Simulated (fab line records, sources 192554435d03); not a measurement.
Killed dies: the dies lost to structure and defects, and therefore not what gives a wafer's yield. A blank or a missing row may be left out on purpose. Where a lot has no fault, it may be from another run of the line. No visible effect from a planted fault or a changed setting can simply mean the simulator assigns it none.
Matching of chambers ; flow n5 finfet ; N5_BEOL_M1_STRIP_19 on rie diel-04: 4 sister chambers
The step strips in O2. 18 wafers are shown with their chamber, then 9 later ones without.

EACH WAFER AND ITS CHAMBER
wafer;chamber;oes product au (a.u.);rf vpp V (V)
L077.2;3;0.90;4.0
L077.3;2;0.82;3.7
L077.4;0;0.97;3.3
L080.1;1;0.69;3.3
L080.2;2;0.82;3.6
L080.6;2;0.82;3.5
L081.2;2;0.81;2.6
L081.3;0;0.93;3.6
L081.5;3;0.89;3.9
L082.2;2;0.81;3.7
L082.5;3;0.90;2.6
L082.6;0;0.95;4.0
L084.1;0;0.92;3.1
L084.3;2;0.80;4.2
L084.6;0;0.92;3.6
L085.1;0;0.93;3.7
L085.2;2;0.80;4.5
L085.6;0;0.91;4.6

SIGNATURES (averages over the wafers above)
reading;chamber 0;chamber 1;chamber 2;chamber 3;scatter within a chamber
oes product au;0.9329;0.6900;0.8114;0.8967;0.0149
rf vpp V;3.700;3.300;3.686;3.500;0.586
Rule: distance of a wafer from a chamber = root of the sum over the readings of ((wafer's reading minus chamber's mean) / reading's scatter) squared. The wafer belongs to the nearest chamber; if the next one is less than 2 further off, it can't be placed. The scatter is the square root of a quotient: the sum, over the shown wafers, of each reading's squared deviation from its chamber's mean, divided by wafers minus chambers.

WAFERS MISSING THEIR CHAMBER
wafer;oes product au (a.u.);rf vpp V (V)
L089.3;0.86;4.1
L089.4;0.80;4.0
L089.6;0.80;3.7
L096.4;0.89;3.4
L096.5;0.80;3.5
L096.6;0.87;4.0
L097.1;0.85;3.4
L097.2;0.79;3.4
L097.5;0.87;4.8

EACH ONE'S CHAMBER
wafer;from the rows above;in truth
L089.3;can't be placed: 3 or 2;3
L089.4;2;2
L089.6;2;2
L096.4;3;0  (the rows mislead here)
L096.5;2;2
L096.6;can't be placed: 3 or 2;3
L097.1;can't be placed: 2 or 3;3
L097.2;2;2
L097.5;can't be placed: 3 or 2 or 0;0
Correctly placed: 4 of 9. Unplaceable from these rows: 4, with the true chamber sitting among the candidates in 4. Number placed wrongly: 1.
